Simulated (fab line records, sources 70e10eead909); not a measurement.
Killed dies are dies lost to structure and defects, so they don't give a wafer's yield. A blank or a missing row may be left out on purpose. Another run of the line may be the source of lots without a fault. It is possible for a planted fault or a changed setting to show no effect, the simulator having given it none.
Chamber matching || flow nand-harc || NHARC_A_STAIRCASE_DEP_156 on pecvd-03 has 3 sister chambers
The step deposits SiNx, target thk 50 nm. 14 wafers are shown with their chamber, then 7 later ones without.

## WAFERS, EACH WITH ITS CHAMBER
{"wafer": "L077.1", "chamber": 2, "heater-power-w (W)": 741}
{"wafer": "L077.3", "chamber": 0, "heater-power-w (W)": 701}
{"wafer": "L077.6", "chamber": 1, "heater-power-w (W)": 766}
{"wafer": "L079.2", "chamber": 2, "heater-power-w (W)": 600}
{"wafer": "L079.4", "chamber": 1, "heater-power-w (W)": 676}
{"wafer": "L079.6", "chamber": 2, "heater-power-w (W)": 622}
{"wafer": "L078.2", "chamber": 2, "heater-power-w (W)": 682}
{"wafer": "L078.4", "chamber": 0, "heater-power-w (W)": 760}
{"wafer": "L078.6", "chamber": 2, "heater-power-w (W)": 688}
{"wafer": "L082.2", "chamber": 2, "heater-power-w (W)": 692}
{"wafer": "L082.4", "chamber": 2, "heater-power-w (W)": 692}
{"wafer": "L082.6", "chamber": 0, "heater-power-w (W)": 773}
{"wafer": "L093.2", "chamber": 0, "heater-power-w (W)": 679}
{"wafer": "L093.3", "chamber": 1, "heater-power-w (W)": 746}

SIGNATURES (means of the wafers above)
{"reading": "heater-power-w", "chamber 0": 728.25, "chamber 1": 729.33, "chamber 2": 673.86, "scatter within a chamber": 46.9}
Rule: a wafer's distance from a chamber is the root of the sum, over the readings, of the square of ((its reading less the chamber's mean) divided by the reading's scatter). If the next closest chamber is less than 2 further off than the closest, the wafer can't be placed; otherwise it belongs to the closest. The scatter: take each reading less its chamber's mean, square it, sum over the shown wafers, divide by the number of wafers less the number of chambers, and take the root.

## WAFERS WITH NO CHAMBER GIVEN
{"wafer": "L093.6", "heater-power-w (W)": 737}
{"wafer": "L097.1", "heater-power-w (W)": 730}
{"wafer": "L097.4", "heater-power-w (W)": 711}
{"wafer": "L097.6", "heater-power-w (W)": 705}
{"wafer": "L096.1", "heater-power-w (W)": 742}
{"wafer": "L096.2", "heater-power-w (W)": 732}
{"wafer": "L096.4", "heater-power-w (W)": 731}

## WHICH CHAMBER EACH ONE RAN IN
{"wafer": "L093.6", "from the rows above": "can't be placed: 1 or 0 or 2", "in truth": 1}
{"wafer": "L097.1", "from the rows above": "can't be placed: 1 or 0 or 2", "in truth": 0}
{"wafer": "L097.4", "from the rows above": "can't be placed: 0 or 1 or 2", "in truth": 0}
{"wafer": "L097.6", "from the rows above": "can't be placed: 0 or 1 or 2", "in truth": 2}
{"wafer": "L096.1", "from the rows above": "can't be placed: 1 or 0 or 2", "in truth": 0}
{"wafer": "L096.2", "from the rows above": "can't be placed: 1 or 0 or 2", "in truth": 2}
{"wafer": "L096.4", "from the rows above": "can't be placed: 1 or 0 or 2", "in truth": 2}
0 of 7 placed correctly. Not placeable from these rows: 7 (in 7, the candidates include the true chamber). Wrongly placed: 0.
